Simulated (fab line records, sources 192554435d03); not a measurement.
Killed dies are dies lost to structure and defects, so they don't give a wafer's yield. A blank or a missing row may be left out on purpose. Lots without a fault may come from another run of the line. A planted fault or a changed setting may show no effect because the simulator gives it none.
Chamber matching | flow n5_finfet | N5_MOL_CONTACT_COAG_ALD_133 on ald_sin-01: 4 sister chambers
The step deposits SiO2, target thk 5 nm, pulse time 1 s, co reactant pulse time 1 s. 4 wafers are shown with their chamber, then 8 later ones without.

WAFERS WITH THEIR CHAMBER
wafer  | chamber | heater_power_w (W)
L074.3 | 2       | 63
L079.5 | 3       | 67
L081.4 | 0       | 82
L084.3 | 1       | 78

WAFERS WITHOUT THEIR CHAMBER
wafer  | heater_power_w (W)
L084.4 | 80
L084.5 | 62
L085.2 | 67
L085.3 | 82
L085.6 | 62
L097.2 | 82
L097.3 | 76
L097.6 | 82

WHICH CHAMBER EACH WENT THROUGH
wafer  | from the rows above     | in truth
L084.4 | can't be placed: 0 or 1 | 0
L084.5 | 2                       | 2
L085.2 | 3                       | 3
L085.3 | 0                       | 0
L085.6 | 2                       | 2
L097.2 | 0                       | 0
L097.3 | 1                       | 1
L097.6 | 0                       | 0
Placed correctly: 7 of 8. Can't be placed from these rows: 1 (the true chamber is among the candidates in 1). Placed wrongly: 0.
How it was worked out, from the rows above alone: a wafer's distance from a chamber is the root of the sum, over the readings, of the square of ((its reading less the chamber's mean) divided by the reading's scatter). The wafer belongs to the nearest chamber; if the next one is less than 2 further off, it can't be placed. A chamber's mean is the mean of its shown wafers. The scatter: with one shown wafer a chamber, the root of the mean of the squares of how far each hidden wafer lies from its nearest shown one.
